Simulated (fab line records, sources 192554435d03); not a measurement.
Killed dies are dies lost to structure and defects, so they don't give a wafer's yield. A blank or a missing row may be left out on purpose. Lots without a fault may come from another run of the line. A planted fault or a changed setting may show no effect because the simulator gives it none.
A struck lot beside a sound one | flow n5_finfet | 42 steps out of a route of 1938
Sound: wafers L735.1, L735.2, L735.6. Struck: wafer L731.6. (L731.3 of the same lot was not struck and is left out.) The cause comes at the end.
At each step with rows: each side's tool, then ch and its chambers, then its first start. Under that, the readings that differ: sound wafers | struck wafers | difference of the means | sigmas: that difference in standard deviations of wafers without a fault.
alike: readings whose means differ by less than 2 such deviations, and words and numbers that are the same on both sides. not compared: withheld readings, readings that some wafer has no value for, bounds like >300 that may hide the same value, and numbers for which the record gives no deviation and whose values overlap.
The two part at a step that has a row with sigmas, a row that says differs or no value, or rows on one side only. Numbers that don't overlap but have no deviation are shown without sigmas and don't part them. A reading that every wafer of one side lacks parts them only if that side has two wafers or more.

first, 11 steps without rows for these wafers: N5_BEOL_M2_DESCUM_33 (chemistry O2, time 7 s); N5_BEOL_M2_ETCH_77 (etches underlayer in N2/H2, target depth 6.5 nm, time 5.2 s); N5_BEOL_M2_ETCH_69 (etches SiARC in CF4, target depth 15.6 nm, time 26 s); N5_BEOL_M2_ALD_98 (deposits SiO2, target thk 2.5 nm, pulse time 1 s, co reactant pulse time 1 s); N5_BEOL_M2_ETCHBACK_99 (etches SiO2 in CHF3, target depth 5 nm, time 10.4 s); N5_BEOL_M2_ETCH_70 (etches SOC in N2/H2, target depth 80 nm, overetch 24 nm, time 130 s); N5_BEOL_M2_STRIP_71 (strips in N2/H2); N5_BEOL_M2_STRIP_78 (strips in N2/H2); N5_BEOL_M2_VIA_ETCH_34 (etches the open film in C4F6/O2, target depth 69.4 nm, time 65.9 s); N5_BEOL_M2_STRIP_83 (strips in C4F6/O2); N5_BEOL_M2_STRIP_36 (strips in N2/H2).
N5_BEOL_M2_TRENCH_ETCH_37: etches SiOC in C4F6/O2, target depth 55.555 nm, time 29.2 s.
  sound on rie_diel-04 ch 2,3, day 12 09:33; struck on rie_diel-01 ch 2, day 11 16:30
  reading                             | sound           | struck | difference | sigmas
  run_length_s (s)                    | 51.7 52.4 52.0  | 49.9   | -2.1       | -4
  model.BEOL_M2.feature_depth_nm (nm) | 55.6 55.8 55    | 52.2   | -3.3       |
  model.etch.depth_nm (nm)            | 55.6 55.8 55.09 | 52.19  | -3.31      |
  alike: O2_flow_sccm, drypump_motor_current_A, oes_product_au, rf_vpp_V, showerhead_plenum_p_Torr, throttle_valve_pct
  not compared: rf_hours_counter_h
then, 2 steps without rows for these wafers: N5_BEOL_M2_ETCH_41 (etches SiCN in CH3F/O2, target depth 29.9 nm, time 52.5 s); N5_BEOL_M2_STRIP_97 (strips in N2/H2, time 10 s).
N5_BEOL_M2_OCD_MEAS_38:
  sound on ocd-01, day 12 09:43; struck on ocd-01, day 11 16:39
  reading              | sound          | struck | difference | sigmas
  trench_depth_nm (nm) | 55.7 56.3 55.1 | 52.5   | -3.2       | -4
then, 25 steps without rows for these wafers: N5_BEOL_M2_HM_STRIP_39 (strips TiN in peroxide tin strip, target depth 25 nm, time 158 s); N5_BEOL_M2_SRD_40 (time 30 s); N5_BEOL_M2_PRECLEAN_42 (cleans in residue remover, time 60 s); N5_BEOL_M2_SRD_43 (time 30 s); N5_BEOL_M2_DEGAS_44 (time 60 s); N5_BEOL_M2_PRE_CLEAN_45 (time 30 s); N5_BEOL_M2_ALD_84 (deposits TaN, pulse time 2 s, purge time 3 s, co reactant purge time 2 s); N5_BEOL_M2_SURFACE_TREAT_85; N5_BEOL_M2_CVD_47 (deposits Co from CCTBA/H2, target thk 3 nm, time 223.8 s); N5_BEOL_M2_SPUTTER_48 (material Cu, target thk 4.5 nm, time 8.29 s); N5_BEOL_M2_ANNEAL_49 (time 240 s); N5_BEOL_M2_SPUTTER_79 (material Cu, target thk 4.5 nm, time 8.29 s); N5_BEOL_M2_ANNEAL_80 (time 240 s); N5_BEOL_M2_SPUTTER_81 (material Cu, target thk 4.5 nm, time 8.29 s); N5_BEOL_M2_ANNEAL_82 (time 240 s); N5_BEOL_M2_SPUTTER_86 (material Cu, target thk 4.5 nm, time 8.29 s); N5_BEOL_M2_ANNEAL_87 (time 240 s); N5_BEOL_M2_SPUTTER_88 (material Cu, target thk 4.5 nm, time 8.29 s); N5_BEOL_M2_ANNEAL_89 (time 240 s); N5_BEOL_M2_SPUTTER_90 (material Cu, target thk 4.5 nm, time 8.29 s); N5_BEOL_M2_ANNEAL_91 (time 240 s); N5_BEOL_M2_SPUTTER_92 (material Cu, target thk 4.5 nm, time 8.29 s); N5_BEOL_M2_ANNEAL_93 (time 240 s); N5_BEOL_M2_SPUTTER_94 (material Cu, target thk 4.5 nm, time 8.29 s); N5_BEOL_M2_ANNEAL_95 (time 240 s).
N5_BEOL_M2_CMP_52: polishes, stops on SiOC, t overpolish 6.8 s, target thk 40 nm.
  sound on cmp-02 ch 1,3, day 12 13:00; struck on cmp-04 ch 1, day 11 20:19
  reading                                | sound                | struck | difference | sigmas
  clearing_platen_down_force_psi (psi)   | 1.5022 1.5021 1.5057 | 1.4966 | -0.0067    | -2
  motor_current_A (A)                    | 6.9 6.7 6.5          | 4.8    | -1.9       | -3
  model.Cu_of_BEOL_M2_ECD_50.thk_nm (nm) | 39.4 40.8 38.8       | 36.2   | -3.5       |
  alike: barrier_field_endpoint_s, overpolish_run_s, time_to_endpoint_s
N5_BEOL_M4_RC_MEAS_101:
  sound on prober-02 ch 0, day 13 20:15; struck on prober-01 ch 0, day 12 16:44
  alike: DIBL_N, DIBL_P, IOFF_N, IOFF_P, ION_N, ION_P, SS_N, SS_P, VT_N, VT_P

WHERE THEY PART
First at N5_BEOL_M2_TRENCH_ETCH_37; last, within this record, at N5_BEOL_M2_CMP_52. Later steps at which nothing parts them and some readings are alike: N5_BEOL_M4_RC_MEAS_101.

WHY: what the simulator had put in
Process parameter drift: rie_diel-01, from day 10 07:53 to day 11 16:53, at N5_BEOL_M2_TRENCH_ETCH_37. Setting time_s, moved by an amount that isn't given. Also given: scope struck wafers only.
